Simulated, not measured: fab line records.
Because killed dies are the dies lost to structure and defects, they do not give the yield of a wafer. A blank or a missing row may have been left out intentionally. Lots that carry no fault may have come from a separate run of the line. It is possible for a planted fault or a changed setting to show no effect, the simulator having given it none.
Lot-split experiment / flow n5 finfet / 7 lots, 39 wafers read, on a route of 1938 steps

== THE SPLIT ==
At N5_SD_EPI_P_EPI_21 (deposits SiGe:B, time 355 s), the setting temp c was moved away from the recipe's 550 C on 15 of the 39 wafers read, by -0.8% to +0.4%. For the rest of the wafers, this setting stayed at what the recipe calls for.

== FROM THE SPLIT TO THE READING: what the file shows between them, 8 steps ==
- N5_SD_EPI_P_EPI_MEAS_23
- N5_SD_EPI_P_HM_STRIP_48: strips SiNx in H3PO4, material SiNx, target depth 3 nm
- N5_SD_EPI_P_SRD_49: time 30 s
- N5_SD_EPI_P_PRECLEAN_24: cleans in O3/DIW, time 45 s
- N5_SD_EPI_P_PRECLEAN_32: cleans in dHF, time 10 s
- N5_SD_EPI_P_PRECLEAN_33: cleans in SC2, time 45 s
- N5_SD_ACTIVATION_RTA_00: time 0 s
- N5_SD_ACTIVATION_LSA_01: time 0.0008 s

== THE READING ==
RS_SD_P, in ohm/sq, at N5_SD_ACTIVATION_RS_MEAS_03 (measures by four-point-probe). Typical for fault-free wafers on this fab line: 56.4 ohm/sq, with standard deviation 0.91 ohm/sq.

wafer=L074.1; tool, chamber at the split=epi rpcvd-02, 0; temp c as run, C=550; against the recipe=recipe; RS_SD_P, ohm/sq=56.7; against lot-mates on the recipe=-
wafer=L074.2; tool, chamber at the split=epi rpcvd-02, 0; temp c as run, C=550; against the recipe=recipe; RS_SD_P, ohm/sq=55.6; against lot-mates on the recipe=-
wafer=L074.3; tool, chamber at the split=epi rpcvd-02, 0; temp c as run, C=550; against the recipe=recipe; RS_SD_P, ohm/sq=56.0; against lot-mates on the recipe=-
wafer=L074.4; tool, chamber at the split=epi rpcvd-02, 0; temp c as run, C=550; against the recipe=recipe; RS_SD_P, ohm/sq=56.4; against lot-mates on the recipe=-
wafer=L074.5; tool, chamber at the split=epi rpcvd-02, 0; temp c as run, C=550; against the recipe=recipe; RS_SD_P, ohm/sq=56.6; against lot-mates on the recipe=-
wafer=L074.6; tool, chamber at the split=epi rpcvd-02, 0; temp c as run, C=550; against the recipe=recipe; RS_SD_P, ohm/sq=55.5; against lot-mates on the recipe=-
wafer=L077.1; tool, chamber at the split=epi rpcvd-04, 0; temp c as run, C=547.1; against the recipe=-0.5%; RS_SD_P, ohm/sq=60.0; against lot-mates on the recipe=+4.8
wafer=L077.2; tool, chamber at the split=epi rpcvd-04, 0; temp c as run, C=547.1; against the recipe=-0.5%; RS_SD_P, ohm/sq=59.7; against lot-mates on the recipe=+4.5
wafer=L077.3; tool, chamber at the split=epi rpcvd-04, 0; temp c as run, C=550; against the recipe=recipe; RS_SD_P, ohm/sq=55.5; against lot-mates on the recipe=-
wafer=L077.4; tool, chamber at the split=epi rpcvd-04, 0; temp c as run, C=550; against the recipe=recipe; RS_SD_P, ohm/sq=55.4; against lot-mates on the recipe=-
wafer=L077.5; tool, chamber at the split=epi rpcvd-04, 0; temp c as run, C=547.1; against the recipe=-0.5%; RS_SD_P, ohm/sq=59.9; against lot-mates on the recipe=+4.7
wafer=L077.6; tool, chamber at the split=epi rpcvd-04, 0; temp c as run, C=550; against the recipe=recipe; RS_SD_P, ohm/sq=54.6; against lot-mates on the recipe=-
wafer=L079.3; tool, chamber at the split=epi rpcvd-04, 0; temp c as run, C=550; against the recipe=recipe; RS_SD_P, ohm/sq=57.1; against lot-mates on the recipe=-
wafer=L079.4; tool, chamber at the split=epi rpcvd-04, 0; temp c as run, C=550; against the recipe=recipe; RS_SD_P, ohm/sq=56.3; against lot-mates on the recipe=-
wafer=L079.5; tool, chamber at the split=epi rpcvd-04, 0; temp c as run, C=550; against the recipe=recipe; RS_SD_P, ohm/sq=56.6; against lot-mates on the recipe=-
wafer=L080.1; tool, chamber at the split=epi rpcvd-04, 0; temp c as run, C=552.1; against the recipe=+0.4%; RS_SD_P, ohm/sq=53.8; against lot-mates on the recipe=-3.9
wafer=L080.2; tool, chamber at the split=epi rpcvd-04, 0; temp c as run, C=552.1; against the recipe=+0.4%; RS_SD_P, ohm/sq=54.7; against lot-mates on the recipe=-3.0
wafer=L080.3; tool, chamber at the split=epi rpcvd-04, 0; temp c as run, C=550; against the recipe=recipe; RS_SD_P, ohm/sq=57.2; against lot-mates on the recipe=-
wafer=L080.4; tool, chamber at the split=epi rpcvd-04, 0; temp c as run, C=550; against the recipe=recipe; RS_SD_P, ohm/sq=57.4; against lot-mates on the recipe=-
wafer=L080.5; tool, chamber at the split=epi rpcvd-04, 0; temp c as run, C=550; against the recipe=recipe; RS_SD_P, ohm/sq=58.6; against lot-mates on the recipe=-
wafer=L080.6; tool, chamber at the split=epi rpcvd-04, 0; temp c as run, C=552.1; against the recipe=+0.4%; RS_SD_P, ohm/sq=54.5; against lot-mates on the recipe=-3.2
wafer=L086.1; tool, chamber at the split=epi rpcvd-02, 0; temp c as run, C=545.8; against the recipe=-0.8%; RS_SD_P, ohm/sq=63.7; against lot-mates on the recipe=+6.8
wafer=L086.2; tool, chamber at the split=epi rpcvd-02, 0; temp c as run, C=545.8; against the recipe=-0.8%; RS_SD_P, ohm/sq=63.3; against lot-mates on the recipe=+6.4
wafer=L086.3; tool, chamber at the split=epi rpcvd-02, 0; temp c as run, C=545.8; against the recipe=-0.8%; RS_SD_P, ohm/sq=62.6; against lot-mates on the recipe=+5.7
wafer=L086.4; tool, chamber at the split=epi rpcvd-02, 0; temp c as run, C=550; against the recipe=recipe; RS_SD_P, ohm/sq=57.5; against lot-mates on the recipe=-
wafer=L086.5; tool, chamber at the split=epi rpcvd-02, 0; temp c as run, C=550; against the recipe=recipe; RS_SD_P, ohm/sq=56.5; against lot-mates on the recipe=-
wafer=L086.6; tool, chamber at the split=epi rpcvd-02, 0; temp c as run, C=550; against the recipe=recipe; RS_SD_P, ohm/sq=56.6; against lot-mates on the recipe=-
wafer=L094.1; tool, chamber at the split=epi rpcvd-04, 0; temp c as run, C=546; against the recipe=-0.7%; RS_SD_P, ohm/sq=60.8; against lot-mates on the recipe=+5.7
wafer=L094.2; tool, chamber at the split=epi rpcvd-04, 0; temp c as run, C=550; against the recipe=recipe; RS_SD_P, ohm/sq=55.8; against lot-mates on the recipe=-
wafer=L094.3; tool, chamber at the split=epi rpcvd-04, 0; temp c as run, C=550; against the recipe=recipe; RS_SD_P, ohm/sq=54.7; against lot-mates on the recipe=-
wafer=L094.4; tool, chamber at the split=epi rpcvd-04, 0; temp c as run, C=546; against the recipe=-0.7%; RS_SD_P, ohm/sq=60.3; against lot-mates on the recipe=+5.2
wafer=L094.5; tool, chamber at the split=epi rpcvd-04, 0; temp c as run, C=550; against the recipe=recipe; RS_SD_P, ohm/sq=54.7; against lot-mates on the recipe=-
wafer=L094.6; tool, chamber at the split=epi rpcvd-04, 0; temp c as run, C=546; against the recipe=-0.7%; RS_SD_P, ohm/sq=61.2; against lot-mates on the recipe=+6.1
wafer=L096.1; tool, chamber at the split=epi rpcvd-04, 0; temp c as run, C=550; against the recipe=recipe; RS_SD_P, ohm/sq=55.6; against lot-mates on the recipe=-
wafer=L096.2; tool, chamber at the split=epi rpcvd-04, 0; temp c as run, C=550; against the recipe=recipe; RS_SD_P, ohm/sq=55.4; against lot-mates on the recipe=-
wafer=L096.3; tool, chamber at the split=epi rpcvd-04, 0; temp c as run, C=548.9; against the recipe=-0.2%; RS_SD_P, ohm/sq=57.5; against lot-mates on the recipe=+1.7
wafer=L096.4; tool, chamber at the split=epi rpcvd-04, 0; temp c as run, C=550; against the recipe=recipe; RS_SD_P, ohm/sq=56.4; against lot-mates on the recipe=-
wafer=L096.5; tool, chamber at the split=epi rpcvd-04, 0; temp c as run, C=548.9; against the recipe=-0.2%; RS_SD_P, ohm/sq=57.3; against lot-mates on the recipe=+1.5
wafer=L096.6; tool, chamber at the split=epi rpcvd-04, 0; temp c as run, C=548.9; against the recipe=-0.2%; RS_SD_P, ohm/sq=57.8; against lot-mates on the recipe=+2.0

FIT RESULTS
A straight line over all 39 wafers: RS_SD_P changes by -7.22 ohm/sq for each +1% of temp c; r = -0.93; the points scatter about the line by 0.95 ohm/sq.
The same after taking each lot's own level away (the mean of its wafers on the recipe; 39 wafers): -8.34 ohm/sq for each +1%; r = -0.99; scatter 0.46 ohm/sq.
The reading moves by 6.4 ohm/sq for the largest change in temp c, on that fit.
The span of the lots' own levels, 55.07 to 57.73 ohm/sq, comes to 2.9 times the standard deviation stated above.
In other words, the slope is changed by the lot-to-lot level; the two fits disagree.
Check: +6.28 ohm/sq against its lot-mates is what the line predicts for one of the wafers moved furthest among these (-0.8%) when that wafer is left out of the fit. It came out at +6.83 ohm/sq against them.

== FURTHER SPLITS ON THESE WAFERS ==
These wafers also went through other splits before the reading. Each is held against what the fit with the lots' levels taken away leaves over:
other split on the same wafers=N5_FIN_CUT_ETCH_21 bias w; wafers away from the commonest value=12; r with RS_SD_P (lot level and that fit taken away)=-0.09
other split on the same wafers=N5_DUMMY_GATE_ETCH_37 source w; wafers away from the commonest value=9; r with RS_SD_P (lot level and that fit taken away)=+0.18
other split on the same wafers=N5_DUMMY_GATE_ETCH_32 time s; wafers away from the commonest value=18; r with RS_SD_P (lot level and that fit taken away)=-0.14

== THE WHOLE CHAIN: every reading that the file lists as answering this split, in the file's order ==
step=N5_SD_EPI_P_EPI_21; what it does=deposits SiGe:B, time 355 s; reading=SiGe-B_of_SD_EPI_P_EPI_21.thk nm (the simulator's own value, which no gauge read); change (the file's fit)=+7.36 nm for each +1% of the setting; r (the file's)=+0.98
step=N5_SD_EPI_P_EPI_MEAS_23; what it does=; reading=thk nm; change (the file's fit)=withheld for each +1% of the setting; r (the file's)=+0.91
step=N5_SD_EPI_P_PRECLEAN_24; what it does=cleans in O3/DIW, time 45 s; reading=SiGe-B_of_SD_EPI_P_EPI_21.thk nm (the simulator's own value, which no gauge read); change (the file's fit)=+7.33 nm for each +1% of the setting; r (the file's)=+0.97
step=N5_SD_ACTIVATION_RS_MEAS_03; what it does=measures by four-point-probe; reading=RS_SD_P; change (the file's fit)=-8.36 for each +1% of the setting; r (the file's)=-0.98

== THE FILE'S OWN FIT ==
RS_SD_P changes by -8.36 ohm/sq for each +1% of temp c, r = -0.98.
